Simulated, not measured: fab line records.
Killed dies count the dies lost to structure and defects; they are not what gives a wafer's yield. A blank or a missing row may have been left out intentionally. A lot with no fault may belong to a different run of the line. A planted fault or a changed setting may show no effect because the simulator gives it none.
Matching of chambers + flow n5-finfet + N5_BEOL_M14_DESCUM_15 on rie-diel-04: 4 sister chambers
The step chemistry O2, time 7.9 s. 24 wafers are shown with their chamber, then 12 later ones without.

## WAFERS WITH THEIR CHAMBER
| wafer  | chamber | drypump-motor-current-A (A) | showerhead-plenum-p-Torr (Torr) | throttle-valve-pct (%) |
|--------|---------|-----------------------------|---------------------------------|------------------------|
| L076.1 | 2       | 4.9                         | 2.06                            | 19.97                  |
| L076.4 | 1       | 6.3                         | 2.09                            | 20.34                  |
| L076.6 | 0       | 5.8                         | 2.05                            | 19.95                  |
| L080.2 | 0       | 5.8                         | 2.05                            | 19.96                  |
| L080.3 | 3       | 6.5                         | 2.16                            | 20.18                  |
| L080.5 | 2       | 4.9                         | 2.05                            | 19.99                  |
| L081.1 | 2       | 4.9                         | 2.05                            | 19.99                  |
| L081.2 | 3       | 6.5                         | 2.16                            | 20.16                  |
| L081.5 | 1       | 6.4                         | 2.09                            | 20.36                  |
| L082.2 | 3       | 6.6                         | 2.15                            | 20.18                  |
| L082.5 | 0       | 5.7                         | 2.05                            | 19.98                  |
| L082.6 | 1       | 6.4                         | 2.09                            | 20.39                  |
| L078.2 | 1       | 6.3                         | 2.09                            | 20.36                  |
| L078.4 | 0       | 5.8                         | 2.05                            | 19.97                  |
| L078.6 | 3       | 6.5                         | 2.15                            | 20.18                  |
| L086.3 | 3       | 6.6                         | 2.15                            | 20.18                  |
| L086.4 | 0       | 5.8                         | 2.04                            | 19.99                  |
| L086.5 | 3       | 6.5                         | 2.15                            | 20.19                  |
| L084.2 | 2       | 4.9                         | 2.05                            | 19.99                  |
| L084.4 | 3       | 6.6                         | 2.15                            | 20.19                  |
| L084.5 | 0       | 5.7                         | 2.04                            | 19.98                  |
| L089.2 | 0       | 5.7                         | 2.04                            | 20.01                  |
| L089.4 | 3       | 6.5                         | 2.15                            | 20.19                  |
| L089.6 | 0       | 5.7                         | 2.04                            | 19.99                  |

SIGNATURES (means of the wafers above)
| reading                  | chamber 0 | chamber 1 | chamber 2 | chamber 3 | scatter within a chamber |
|--------------------------|-----------|-----------|-----------|-----------|--------------------------|
| drypump-motor-current-A  | 5.750     | 6.350     | 4.900     | 6.537     | 0.0494                   |
| showerhead-plenum-p-Torr | 2.0450    | 2.0900    | 2.0525    | 2.1525    | 0.00461                  |
| throttle-valve-pct       | 19.9787   | 20.3625   | 19.9850   | 20.1812   | 0.0154                   |
Rule: distance of a wafer from a chamber = root of the sum over the readings of ((wafer's reading minus chamber's mean) / reading's scatter) squared. The wafer belongs to the nearest chamber; if the next one is less than 2 further off, it can't be placed. The scatter: the root of (the sum of the squares of (reading less its chamber's mean) over the shown wafers, divided by (wafers less chambers)).

## WAFERS MISSING THEIR CHAMBER
| wafer  | drypump-motor-current-A (A) | showerhead-plenum-p-Torr (Torr) | throttle-valve-pct (%) |
|--------|-----------------------------|---------------------------------|------------------------|
| L087.2 | 4.9                         | 2.05                            | 20.00                  |
| L087.3 | 5.7                         | 2.04                            | 20.01                  |
| L087.5 | 6.5                         | 2.15                            | 20.21                  |
| L090.2 | 6.3                         | 2.08                            | 20.41                  |
| L090.4 | 4.9                         | 2.05                            | 20.01                  |
| L090.5 | 6.5                         | 2.15                            | 20.21                  |
| L093.1 | 4.9                         | 2.05                            | 20.01                  |
| L093.5 | 6.6                         | 2.15                            | 20.21                  |
| L093.6 | 4.9                         | 2.05                            | 20.02                  |
| L092.1 | 4.9                         | 2.04                            | 20.03                  |
| L092.4 | 5.7                         | 2.04                            | 20.01                  |
| L092.6 | 6.5                         | 2.14                            | 20.23                  |

## WHICH CHAMBER EACH WENT THROUGH
| wafer  | from the rows above | in truth |
|--------|---------------------|----------|
| L087.2 | 2                   | 2        |
| L087.3 | 0                   | 0        |
| L087.5 | 3                   | 3        |
| L090.2 | 1                   | 1        |
| L090.4 | 2                   | 2        |
| L090.5 | 3                   | 3        |
| L093.1 | 2                   | 2        |
| L093.5 | 3                   | 3        |
| L093.6 | 2                   | 2        |
| L092.1 | 2                   | 2        |
| L092.4 | 0                   | 0        |
| L092.6 | 3                   | 3        |
12 of 12 placed correctly. Not placeable from these rows: 0. Placed wrongly: 0.
